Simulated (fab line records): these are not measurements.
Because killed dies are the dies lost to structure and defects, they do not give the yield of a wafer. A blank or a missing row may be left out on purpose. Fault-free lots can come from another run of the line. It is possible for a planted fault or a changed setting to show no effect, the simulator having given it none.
fab line records	flow n5_finfet	part 1 of 2: steps 1 to 25 of 30
[record] lots = 5	wafers = 15	last_day = 19
route steps=1938 shown BEOL_M14@1724
lots that met no fault: taken from a fault-free run of the same line
start_h: hours from the record's first day to the start of the lot's first wafer shown	wait_h: hours since the lot's step before	" the same as in the row above	L1.1+2: one row covering several wafers at once	- no value, or no start given	* or withheld: withheld	< > ~ a bound
route shown NAME@n: a module of which the file shows steps, and the number in the route of the first	usual: mean/standard deviation of fault-free wafers	same: alike in all rows	chamber/n: place in a boat	sites: readings site by site	_std_site: the standard deviation of these	_edge_site: the outer-site mean with the inner-site mean subtracted	radius_mm: how far each site lies from the wafer's centre	mask NAME#n: copy n	behind: the last tool/chamber to shape the wafer	hold: the reason the lot was held/the length of the hold in hours/how it ended	device: transistor that didn't switch, given as n, p or np	end of line: at the end of the route, the tests of the same wafers	where a step has no rows: the recipe by itself	killed: at the first sort, the dies lost to defects and structure; wafer yield is something else	map: a wafer's dies, x killed, . not, _ none there
set.NAME: the setting that was run; set.NAME@STEP: the one run at that earlier step	model.NAME: the simulator's own value behind a step, which no gauge read
lots seen at some steps along the route; tables by step, rows by wafer
services: when a tool's chamber went out of use (start_h, in hours from the record's first day, below 0 if earlier), for how many hours, and the reason
[[steps]]
[step N5_BEOL_M14_DEVELOP_09]
[recipe] develop_time_s = 45	rinse_liquid = diw	dry = air_spin	dev_temp_c = 21
[usual] developer_temp_C = 21.02/0.11
lot.wafer	tool	chamber	start_h	wait_h	developer_temp_C
L075.1	litho_track-01	0	-	-	21.03
L075.3	"	0	"	"	20.96
L075.4	"	0	"	"	21.05
L074.1	litho_track-01	0	-	-	20.94
L074.3	"	0	"	"	20.98
L074.5	"	0	"	"	20.90
L076.1	litho_track-04	0	-	-	21.15
L076.5	"	0	"	"	21.14
L076.6	"	0	"	"	21.22
L081.1	litho_track-01	0	-	-	21.17
L081.2	"	0	"	"	21.15
L081.4	"	0	"	"	21.09
L097.1	litho_track-01	0	-	-	21.04
L097.2	"	0	"	"	21.10
L097.3	"	0	"	"	21.00
[step N5_BEOL_M14_HARDBAKE_14]
[recipe] temp_c = 130	time_s = 120
lot.wafer	tool	chamber	start_h	wait_h
L075.1+3+4	litho_track-01	0	-	-
L074.1+3+5	litho_track-01	0	-	-
L076.1+5+6	litho_track-04	0	-	-
L081.1+2+4	litho_track-01	0	-	-
L097.1+2+3	litho_track-01	0	-	-
[step N5_BEOL_M14_CD_MEAS_10]
[recipe] target_cd_nm = 250	landing_energy_ev = 500	detector = se_inlens	polarity = opening
[usual] cd_nm = 251.5/1.7
lot.wafer	tool	chamber	start_h	wait_h	cd_nm
L075.1	cd_sem-03	0	232.69	-	250.5
L075.3	"	0	"	"	250.6
L075.4	"	0	"	"	249.6
L074.1	cd_sem-03	0	237.44	-	251.4
L074.3	"	0	"	"	251.3
L074.5	"	0	"	"	250.8
L076.1	cd_sem-03	0	248.54	-	250.6
L076.5	"	0	"	"	252.7
L076.6	"	0	"	"	253.0
L081.1	cd_sem-02	0	261.88	-	251.2
L081.2	"	0	"	"	252.1
L081.4	"	0	"	"	252.1
L097.1	cd_sem-03	0	412.42	-	254.6
L097.2	"	0	"	"	252.6
L097.3	"	0	"	"	251.5
[step N5_BEOL_M14_OVL_MEAS_11]
[recipe] points_per_wafer = 44
[usual] V13_OVL = 1/5
lot.wafer	tool	chamber	start_h	wait_h	V13_OVL[nm]
L075.1	overlay-02	0	232.73	0.0	-4
L075.3	"	0	"	"	0
L075.4	"	0	"	"	6
L074.1	overlay-02	0	237.47	0.0	-3
L074.3	"	0	"	"	-10
L074.5	"	0	"	"	3
L076.1	overlay-01	0	248.57	0.0	3
L076.5	"	0	"	"	2
L076.6	"	0	"	"	-7
L081.1	overlay-01	0	261.91	0.0	0
L081.2	"	0	"	"	0
L081.4	"	0	"	"	7
L097.1	overlay-02	0	412.45	0.0	-1
L097.2	"	0	"	"	-1
L097.3	"	0	"	"	-1
[step N5_BEOL_M14_INSPECT_12]
[recipe] mode = adi	inspect_instrument = macro
[usual] raw_defect_count = 2.0/1.5
lot.wafer	tool	chamber	start_h	wait_h	raw_defect_count
L075.1	defect_inspect-02	-	232.75	0.0	1
L075.3	"	-	"	"	2
L075.4	"	-	"	"	3
L074.1	defect_inspect-02	-	237.49	0.0	2
L074.3	"	-	"	"	2
L074.5	"	-	"	"	0
L076.1	defect_inspect-01	-	248.60	0.0	0
L076.5	"	-	"	"	1
L076.6	"	-	"	"	2
L081.1	defect_inspect-02	-	261.93	0.0	4
L081.2	"	-	"	"	2
L081.4	"	-	"	"	2
L097.1	defect_inspect-02	-	412.47	0.0	0
L097.2	"	-	"	"	6
L097.3	"	-	"	"	2
[step N5_BEOL_M14_DESCUM_15]
[recipe] chemistry = O2	time_s = 7.9	source_power_w = 50	bias_power_w = 20	pressure_mtorr = 20	rf_frequency_hz = 2.712e+07	temp_c = 40	o2_flow_sccm = 225
[usual] bias_power_w = 20.00/0.06	drypump_motor_current_A = 5.8/0.46	o2_flow_sccm = 224.8/0.64	oes_product_au = 0.82/0.073	rf_vpp_V = 243.0/1.2	showerhead_plenum_p_Torr = 2.09/0.063	throttle_valve_pct = 20.35/0.23
lot.wafer	tool	chamber	start_h	wait_h	bias_power_w	drypump_motor_current_A	o2_flow_sccm	oes_product_au	rf_hours_counter_h	rf_vpp_V	showerhead_plenum_p_Torr	throttle_valve_pct
L075.1	rie_diel-06	1	232.78	0.0	20.02	5.3	224.5	0.70	228	243.3	1.96	20.39
L075.3	"	2	"	"	19.95	4.6	224.4	0.80	110	243.7	2.12	20.73
L075.4	"	1	"	"	19.93	5.3	225.5	0.70	-	240.8	1.96	20.39
L074.1	rie_diel-05	0	237.53	0.0	19.92	5.7	226.3	0.69	248	243.5	2.06	20.54
L074.3	"	3	"	"	20.06	6.6	225.5	0.86	32	241.7	2.06	20.08
L074.5	"	2	"	"	19.88	6.1	224.5	0.92	-	244.9	2.14	20.13
L076.1	rie_diel-05	1	248.63	0.0	19.92	5.8	224.3	0.67	237	241.3	1.99	20.79
L076.5	"	2	"	"	19.96	6.1	225.1	0.93	-	243.3	2.14	20.15
L076.6	"	1	"	"	20.00	5.8	224.4	0.66	-	240.7	1.99	20.78
L081.1	rie_diel-01	0	261.96	0.0	19.87	5.8	225.4	0.90	51	242.6	2.14	20.08
L081.2	"	2	"	"	19.96	5.5	224.5	0.81	84	242.1	2.04	20.58
L081.4	"	1	"	"	19.99	6.0	224.5	0.80	109	242.6	2.11	20.25
L097.1	rie_diel-06	2	412.50	0.0	20.09	4.6	225.3	0.74	171	242.5	2.10	20.83
L097.2	"	0	"	"	20.03	5.5	224.7	0.77	145	242.6	2.10	20.23
L097.3	"	1	"	"	19.90	5.3	224.4	0.91	29	245.5	2.21	20.11
[step N5_BEOL_M14_ETCH_59]
[recipe] chemistry = N2/H2	target = BARC	target_depth_a = 890	overetch_a = 267	time_s = 67.9	ion_energy_ev = 200	pressure_mtorr = 30	source_w = 840	bias_w = 150	n2_flow_sccm = 200	h2_flow_sccm = 200
[usual] drypump_motor_current_A = 5.8/0.46	oes_product_au = 0.70/0.058	rf_vpp_V = 523.6/2.3	showerhead_plenum_p_Torr = 2.54/0.073	throttle_valve_pct = 17.79/0.29
lot.wafer	tool	chamber	start_h	wait_h	drypump_motor_current_A	oes_product_au	rf_hours_counter_h	rf_vpp_V	showerhead_plenum_p_Torr	throttle_valve_pct
L075.1	rie_diel-06	1	232.82	0.0	5.3	0.60	228	517.7	2.42	18.14
L075.3	"	2	"	"	4.6	0.68	110	524.1	2.56	18.12
L075.4	"	1	"	"	5.3	0.60	-	519.8	2.42	18.15
L074.1	rie_diel-05	0	237.56	0.0	5.7	0.60	248	521.8	2.52	18.16
L074.3	"	3	"	"	6.6	0.74	32	520.5	2.49	17.48
L074.5	"	2	"	"	6.1	0.77	-	525.8	2.58	17.45
L076.1	rie_diel-05	1	248.67	0.0	5.8	0.58	237	518.9	2.40	18.15
L076.5	"	2	"	"	6.1	0.76	-	525.8	2.58	17.46
L076.6	"	1	"	"	5.8	0.58	-	519.9	2.39	18.14
L081.1	rie_diel-01	0	262.00	0.0	5.8	0.75	51	527.2	2.59	17.42
L081.2	"	2	"	"	5.4	0.69	84	523.8	2.50	18.16
L081.4	"	1	"	"	6.0	0.66	109	524.3	2.53	17.48
L097.1	rie_diel-06	2	412.54	0.0	4.6	0.63	171	524.8	2.54	18.21
L097.2	"	0	"	"	5.5	0.66	145	523.5	2.55	17.84
L097.3	"	1	"	"	5.3	0.76	29	529.0	2.72	17.80
[step N5_BEOL_M14_VIA_ETCH_16]
[recipe] chemistry = C4F8/O2/Ar	target = SiO2	he_inner_torr = 15	he_outer_torr = 30	target_depth_a = 12313	time_s = withheld	ion_energy_ev = 800	pressure_mtorr = 20	source_w = 1905	bias_w = 2040	Ar_flow_sccm = 400	C4F8_flow_sccm = 16	O2_flow_sccm = 12	ends = cleared
[usual] C4F8_flow_sccm = 16.01/0.048	drypump_motor_current_A = 5.8/0.47	oes_o_777_au = 0.82/0.074	oes_product_au = 0.74/0.066	rf_vpp_V = 2227/34	showerhead_plenum_p_Torr = 3.43/0.096	throttle_valve_pct = 30.76/0.27
lot.wafer	tool	chamber	start_h	wait_h	C4F8_flow_sccm	drypump_motor_current_A	oes_o_777_au	oes_product_au	rf_vpp_V	showerhead_plenum_p_Torr	throttle_valve_pct
L075.1	rie_diel-06	1	232.87	0.0	15.98	5.3	0.70	0.62	2173	3.26	30.84
L075.3	"	2	"	"	15.97	4.6	0.80	0.72	2269	3.44	31.04
L075.4	"	1	"	"	15.99	5.3	0.69	0.62	2172	3.26	30.83
L074.1	rie_diel-05	0	237.61	0.0	15.95	5.7	0.71	0.63	2188	3.40	30.90
L074.3	"	3	"	"	15.95	6.6	0.87	0.79	2265	3.37	30.45
L074.5	"	2	"	"	16.07	6.1	0.91	0.83	2220	3.51	30.73
L076.1	rie_diel-05	1	248.72	0.0	15.92	5.8	0.70	0.62	2246	3.27	31.11
L076.5	"	2	"	"	16.01	6.1	0.90	0.82	2219	3.51	30.73
L076.6	"	1	"	"	16.02	5.8	0.70	0.61	2246	3.27	31.10
L081.1	rie_diel-01	0	262.05	0.0	16.03	5.8	0.91	0.81	2204	3.47	30.26
L081.2	"	2	"	"	16.00	5.4	0.79	0.71	2178	3.34	30.99
L081.4	"	1	"	"	15.96	6.0	0.77	0.71	2264	3.43	30.45
L097.1	rie_diel-06	2	412.59	0.0	16.03	4.6	0.75	0.67	2267	3.41	31.09
L097.2	"	0	"	"	16.05	5.5	0.74	0.67	2218	3.45	30.61
L097.3	"	1	"	"	15.94	5.3	0.90	0.82	2208	3.63	30.68
[step N5_BEOL_M14_STRIP_63]
[recipe] chemistry = O2	power_w = 600	temp_c = 60	pressure_mtorr = 30	rf_frequency_hz = 6e+07	bias_power_w = 0	overash_fraction = 0.3	o2_flow_sccm = 225
[usual] drypump_motor_current_A = 5.8/0.46	o2_flow_sccm = 225.0/0.72	oes_product_au = 0.82/0.074	rf_vpp_V = 3.7/0.92	showerhead_plenum_p_Torr = 2.10/0.063	throttle_valve_pct = 16.58/0.24
[same] bias_power_w = 0
lot.wafer	tool	chamber	start_h	wait_h	drypump_motor_current_A	o2_flow_sccm	oes_product_au	rf_hours_counter_h	rf_vpp_V	showerhead_plenum_p_Torr	throttle_valve_pct
L075.1	rie_diel-06	1	-	-	5.3	224.7	0.70	228	2.4	1.97	16.69
L075.3	"	2	"	"	4.6	225.4	0.79	111	3.2	2.12	16.92
L075.4	"	1	"	"	5.3	224.4	0.69	-	2.9	1.97	16.71
L074.1	rie_diel-05	0	-	-	5.7	224.8	0.70	248	3.8	2.07	16.87
L074.3	"	3	"	"	6.6	225.4	0.87	32	3.5	2.06	16.26
L074.5	"	2	"	"	6.1	223.5	0.93	-	3.8	2.14	16.35
L076.1	rie_diel-05	1	-	-	5.8	224.8	0.68	237	3.3	1.99	17.05
L076.5	"	2	"	"	6.1	225.0	0.94	-	4.4	2.14	16.32
L076.6	"	1	"	"	5.8	226.0	0.67	-	2.2	1.99	17.05
L081.1	rie_diel-01	0	-	-	5.8	224.6	0.88	51	3.4	2.15	16.36
L081.2	"	2	"	"	5.4	224.3	0.81	84	3.7	2.04	16.79
L081.4	"	1	"	"	6.0	224.1	0.78	109	3.6	2.11	16.50
L097.1	rie_diel-06	2	-	-	4.6	225.0	0.75	171	4.1	2.10	17.03
L097.2	"	0	"	"	5.4	225.5	0.75	145	2.8	2.11	16.51
L097.3	"	1	"	"	5.3	225.8	0.91	29	2.2	2.21	16.32
[step N5_BEOL_M14_STRIP_64]
[recipe] chemistry = O2	power_w = 600	temp_c = 60	pressure_mtorr = 30	rf_frequency_hz = 6e+07	bias_power_w = 0	overash_fraction = 0.3	o2_flow_sccm = 225
[usual] drypump_motor_current_A = 5.8/0.47	o2_flow_sccm = 224.9/0.62	oes_product_au = 0.82/0.073	rf_vpp_V = 3.6/0.51	showerhead_plenum_p_Torr = 2.10/0.063	throttle_valve_pct = 16.58/0.24
[same] bias_power_w = 0
lot.wafer	tool	chamber	start_h	wait_h	drypump_motor_current_A	o2_flow_sccm	oes_product_au	rf_hours_counter_h	rf_vpp_V	showerhead_plenum_p_Torr	throttle_valve_pct
L075.1	rie_diel-06	1	-	-	5.3	224.7	0.70	228	3.4	1.97	16.68
L075.3	"	2	"	"	4.6	226.2	0.79	111	3.3	2.12	16.93
L075.4	"	1	"	"	5.3	225.1	0.69	-	3.7	1.97	16.70
L074.1	rie_diel-05	0	-	-	5.7	225.3	0.70	248	3.2	2.07	16.86
L074.3	"	3	"	"	6.6	224.1	0.87	32	3.2	2.06	16.28
L074.5	"	2	"	"	6.1	225.9	0.92	-	3.1	2.14	16.33
L076.1	rie_diel-05	1	-	-	5.8	225.4	0.67	237	3.3	1.99	17.05
L076.5	"	2	"	"	6.1	225.0	0.91	-	4.2	2.14	16.34
L076.6	"	1	"	"	5.8	226.1	0.66	-	3.3	1.99	17.03
L081.1	rie_diel-01	0	-	-	5.8	224.6	0.90	51	3.2	2.15	16.36
L081.2	"	2	"	"	5.4	224.1	0.82	84	3.4	2.04	16.77
L081.4	"	1	"	"	5.9	225.2	0.79	109	3.3	2.11	16.54
L097.1	rie_diel-06	2	-	-	4.6	224.7	0.74	171	4.6	2.10	17.06
L097.2	"	0	"	"	5.5	225.2	0.77	145	3.9	2.11	16.51
L097.3	"	1	"	"	5.3	225.1	0.91	29	3.6	2.21	16.33
[step N5_BEOL_M14_STRIP_71]
[recipe] chemistry = post_etch_residue_remover	time_s = 60	temp_c = 25	remover_ph = withheld	remover_water_wt_pct = withheld	remover_fluoride_wt_pct = withheld
lot.wafer	tool	chamber	start_h	wait_h
L075.1+3+4	wet_bench-06	3,0,1	233.16	-
L074.1+3+5	wet_bench-06	1,5,3	237.90	-
L076.1+5+6	wet_bench-02	5,0,4	249.01	-
L081.1+2+4	wet_bench-06	0,2,5	262.34	-
L097.1+2+3	wet_bench-04	1,6,4	412.88	-
[step N5_BEOL_M14_SRD_72]
[recipe] time_s = 30	temp_c = 23	rinse_liquid = diw	dry = n2_spin	spin_rpm = 1500	dry_time_s = 30
lot.wafer	tool	chamber	start_h	wait_h
L075.1+3+4	wet_bench-06	3,0,1	233.20	0.0
L074.1+3+5	wet_bench-06	1,5,3	237.94	0.0
L076.1+5+6	wet_bench-02	5,0,4	249.03	0.0
L081.1+2+4	wet_bench-06	0,2,5	262.38	0.0
L097.1+2+3	wet_bench-04	1,6,4	412.90	0.0
[step N5_BEOL_M14_CD_MEAS_17]
[recipe] target_cd_nm = 250	polarity = opening
[usual] cd_nm = 251.9/1.9
lot.wafer	tool	chamber	start_h	wait_h	cd_nm
L075.1	cd_sem-01	-	233.25	0.0	251.0
L075.3	"	-	"	"	249.6
L075.4	"	-	"	"	250.2
L074.1	cd_sem-01	-	238.00	0.0	250.3
L074.3	"	-	"	"	251.7
L074.5	"	-	"	"	251.9
L076.1	cd_sem-02	-	249.06	0.0	250.3
L076.5	"	-	"	"	254.8
L076.6	"	-	"	"	254.2
L081.1	cd_sem-01	-	262.43	0.0	251.7
L081.2	"	-	"	"	251.0
L081.4	"	-	"	"	252.9
L097.1	cd_sem-02	-	412.94	0.0	253.4
L097.2	"	-	"	"	250.4
L097.3	"	-	"	"	251.2
[step N5_BEOL_M14_COAT_65]
[recipe] resist = SOC	temp_c = 250	time_s = 60	spin_rpm = 1500	resist_thk_nm = 450
lot.wafer	tool	chamber	start_h	wait_h
L075.1+3+4	litho_track-04	0	233.29	0.0
L074.1+3+5	litho_track-04	0	238.03	0.0
L076.1+5+6	litho_track-02	0	249.10	0.0
L081.1+2+4	litho_track-04	0	262.47	0.0
L097.1+2+3	litho_track-01	0	412.98	0.0
[step N5_BEOL_M14_COAT_66]
[recipe] resist = SiARC	temp_c = 220	time_s = 60	spin_rpm = 1500	resist_thk_nm = 110
lot.wafer	tool	chamber	start_h	wait_h
L075.1+3+4	litho_track-04	0	-	-
L074.1+3+5	litho_track-04	0	-	-
L076.1+5+6	litho_track-02	0	-	-
L081.1+2+4	litho_track-04	0	-	-
L097.1+2+3	litho_track-01	0	-	-
[step N5_BEOL_M14_COAT_22]
[recipe] spin_rpm = 2888	resist_thk_nm = 300
lot.wafer	tool	chamber	start_h	wait_h
L075.1+3+4	litho_track-04	0	-	-
L074.1+3+5	litho_track-04	0	-	-
L076.1+5+6	litho_track-02	0	-	-
L081.1+2+4	litho_track-04	0	-	-
L097.1+2+3	litho_track-01	0	-	-
[step N5_BEOL_M14_EBR_24]
[recipe] solvent = PGMEA	ebr_width_mm = 1.5
lot.wafer	tool	chamber	start_h	wait_h
L075.1+3+4	litho_track-04	0	-	-
L074.1+3+5	litho_track-04	0	-	-
L076.1+5+6	litho_track-02	0	-	-
L081.1+2+4	litho_track-04	0	-	-
L097.1+2+3	litho_track-01	0	-	-
[step N5_BEOL_M14_SOFTBAKE_23]
[recipe] temp_c = 130	time_s = 60
lot.wafer	tool	chamber	start_h	wait_h
L075.1+3+4	litho_track-04	0	-	-
L074.1+3+5	litho_track-04	0	-	-
L076.1+5+6	litho_track-02	0	-	-
L081.1+2+4	litho_track-04	0	-	-
L097.1+2+3	litho_track-01	0	-	-
[step N5_BEOL_M14_EXPOSE_25]
[recipe] mask_id = M14	na = 0.8	source_shape = annular	sigma_inner = 0.5	sigma_outer = 0.8	polarization = unpolarized	target_cd_nm = 280	dose_mj = 26.6
[usual] focus_offset_nm = 0.2/0.45
lot.wafer	tool	chamber	start_h	wait_h	mask	focus_offset_nm
L075.1	krf_scanner-02	0	233.41	-	M14#0	0.1
L075.3	"	0	"	"	M14#0	0.5
L075.4	"	0	"	"	M14#0	0.0
L074.1	krf_scanner-02	0	238.28	-	M14#0	0.5
L074.3	"	0	"	"	M14#0	0.3
L074.5	"	0	"	"	M14#0	0.6
L076.1	krf_scanner-01	0	249.34	-	M14#0	0.5
L076.5	"	0	"	"	M14#0	0.2
L076.6	"	0	"	"	M14#0	0.1
L081.1	krf_scanner-01	0	262.71	-	M14#0	-0.2
L081.2	"	0	"	"	M14#0	-0.3
L081.4	"	0	"	"	M14#0	0.3
L097.1	krf_scanner-02	0	413.22	-	M14#0	0.7
L097.2	"	0	"	"	M14#0	0.1
L097.3	"	0	"	"	M14#0	0.5
[step N5_BEOL_M14_PEB_26]
[recipe] peb_temp_c = 130	peb_time_s = 90
lot.wafer	tool	chamber	start_h	wait_h
L075.1+3+4	litho_track-01	0	233.47	0.1
L074.1+3+5	litho_track-04	0	238.33	0.1
L076.1+5+6	litho_track-04	0	249.40	0.1
L081.1+2+4	litho_track-02	0	262.77	0.1
L097.1+2+3	litho_track-04	0	413.28	0.1
[step N5_BEOL_M14_DEVELOP_27]
[recipe] develop_time_s = 45	rinse_liquid = diw	dry = air_spin	dev_temp_c = 21
[usual] developer_temp_C = 21.00/0.084
lot.wafer	tool	chamber	start_h	wait_h	developer_temp_C
L075.1	litho_track-01	0	-	-	20.91
L075.3	"	0	"	"	20.98
L075.4	"	0	"	"	21.00
L074.1	litho_track-04	0	-	-	20.97
L074.3	"	0	"	"	21.02
L074.5	"	0	"	"	20.87
L076.1	litho_track-04	0	-	-	21.00
L076.5	"	0	"	"	21.02
L076.6	"	0	"	"	21.06
L081.1	litho_track-02	0	-	-	21.12
L081.2	"	0	"	"	21.04
L081.4	"	0	"	"	21.16
L097.1	litho_track-04	0	-	-	21.11
L097.2	"	0	"	"	21.17
L097.3	"	0	"	"	21.05
[step N5_BEOL_M14_HARDBAKE_32]
[recipe] temp_c = 130	time_s = 120
lot.wafer	tool	chamber	start_h	wait_h
L075.1+3+4	litho_track-01	0	-	-
L074.1+3+5	litho_track-04	0	-	-
L076.1+5+6	litho_track-04	0	-	-
L081.1+2+4	litho_track-02	0	-	-
L097.1+2+3	litho_track-04	0	-	-
[step N5_BEOL_M14_CD_MEAS_28]
[recipe] target_cd_nm = 284.4	landing_energy_ev = 500	detector = se_inlens
[usual] cd_nm = 284.0/1.7
lot.wafer	tool	chamber	start_h	wait_h	cd_nm
L075.1	cd_sem-01	0	233.58	-	282.5
L075.3	"	0	"	"	285.0
L075.4	"	0	"	"	281.6
L074.1	cd_sem-03	0	238.45	-	282.9
L074.3	"	0	"	"	282.3
L074.5	"	0	"	"	282.4
L076.1	cd_sem-02	0	249.52	-	283.6
L076.5	"	0	"	"	283.8
L076.6	"	0	"	"	286.7
L081.1	cd_sem-03	0	262.89	-	281.8
L081.2	"	0	"	"	282.5
L081.4	"	0	"	"	283.1
L097.1	cd_sem-03	0	413.39	-	288.0
L097.2	"	0	"	"	286.1
L097.3	"	0	"	"	288.0
[step N5_BEOL_M14_OVL_MEAS_29]
[recipe] points_per_wafer = 44
[usual] M14_OVL = 1/5
lot.wafer	tool	chamber	start_h	wait_h	M14_OVL[nm]
L075.1	overlay-02	0	233.61	0.0	1
L075.3	"	0	"	"	-6
L075.4	"	0	"	"	0
L074.1	overlay-01	0	238.48	0.0	-6
L074.3	"	0	"	"	-2
L074.5	"	0	"	"	1
L076.1	overlay-01	0	249.55	0.0	3
L076.5	"	0	"	"	3
L076.6	"	0	"	"	-2
L081.1	overlay-01	0	262.92	0.0	-3
L081.2	"	0	"	"	4
L081.4	"	0	"	"	2
L097.1	overlay-02	0	413.42	0.0	-6
L097.2	"	0	"	"	3
L097.3	"	0	"	"	6
[step N5_BEOL_M14_INSPECT_30]
[recipe] mode = adi	inspect_instrument = macro
[usual] raw_defect_count = 2.1/1.5
lot.wafer	tool	chamber	start_h	wait_h	raw_defect_count
L075.1	defect_inspect-01	-	233.63	0.0	1
L075.3	"	-	"	"	3
L075.4	"	-	"	"	1
L074.1	defect_inspect-02	-	238.50	0.0	3
L074.3	"	-	"	"	2
L074.5	"	-	"	"	2
L076.1	defect_inspect-02	-	249.57	0.0	0
L076.5	"	-	"	"	1
L076.6	"	-	"	"	6
L081.1	defect_inspect-01	-	262.94	0.0	4
L081.2	"	-	"	"	1
L081.4	"	-	"	"	2
L097.1	defect_inspect-01	-	413.44	0.0	4
L097.2	"	-	"	"	3
L097.3	"	-	"	"	2
